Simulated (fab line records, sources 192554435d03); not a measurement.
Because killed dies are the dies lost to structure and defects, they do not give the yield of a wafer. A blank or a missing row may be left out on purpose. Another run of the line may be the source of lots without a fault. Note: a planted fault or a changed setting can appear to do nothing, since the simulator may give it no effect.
Chamber matching | flow n5Finfet | 3 sister chambers for N5_BEOL_M9_CURE_72 on uvCure-02
The step cures SiCOH lowk, time 120 s. 3 wafers are shown with their chamber, then 12 later ones without.

WAFERS WITH THEIR CHAMBER
wafer  | chamber | lampPowerPct (%)
L080.4 | 2       | 52.25
L084.6 | 0       | 52.29
L088.6 | 1       | 52.31

WAFERS WITHOUT THEIR CHAMBER
wafer  | lampPowerPct (%)
L092.1 | 52.36
L092.3 | 52.31
L092.4 | 52.18
L093.2 | 52.26
L093.4 | 52.33
L093.5 | 52.31
L095.2 | 52.30
L095.3 | 52.29
L095.5 | 52.34
L097.1 | 52.28
L097.3 | 52.25
L097.5 | 52.26

CHAMBER TAKEN BY EACH
wafer  | from the rows above          | in truth
L092.1 | can't be placed: 1 or 0      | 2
L092.3 | can't be placed: 1 or 0      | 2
L092.4 | can't be placed: 2 or 0      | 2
L093.2 | can't be placed: 2 or 0 or 1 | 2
L093.4 | can't be placed: 1 or 0      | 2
L093.5 | can't be placed: 1 or 0      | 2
L095.2 | can't be placed: 0 or 1 or 2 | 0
L095.3 | can't be placed: 0 or 1 or 2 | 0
L095.5 | can't be placed: 1 or 0      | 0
L097.1 | can't be placed: 0 or 1 or 2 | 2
L097.3 | can't be placed: 2 or 0      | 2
L097.5 | can't be placed: 2 or 0 or 1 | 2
0 of 12 placed correctly. Cannot be placed on the basis of these rows: 12; the candidates contain the true chamber in 8. Placed wrongly: 0.
How it was worked out, from the rows above alone: a wafer's distance from a chamber is the root of the sum, over the readings, of the square of ((its reading less the chamber's mean) divided by the reading's scatter). If the next closest chamber is less than 2 further off than the closest, the wafer can't be placed; otherwise it belongs to the closest. Each chamber's mean is taken over the wafers shown for it. The scatter: with one shown wafer a chamber, the root of the mean of the squares of how far each hidden wafer lies from its nearest shown one.
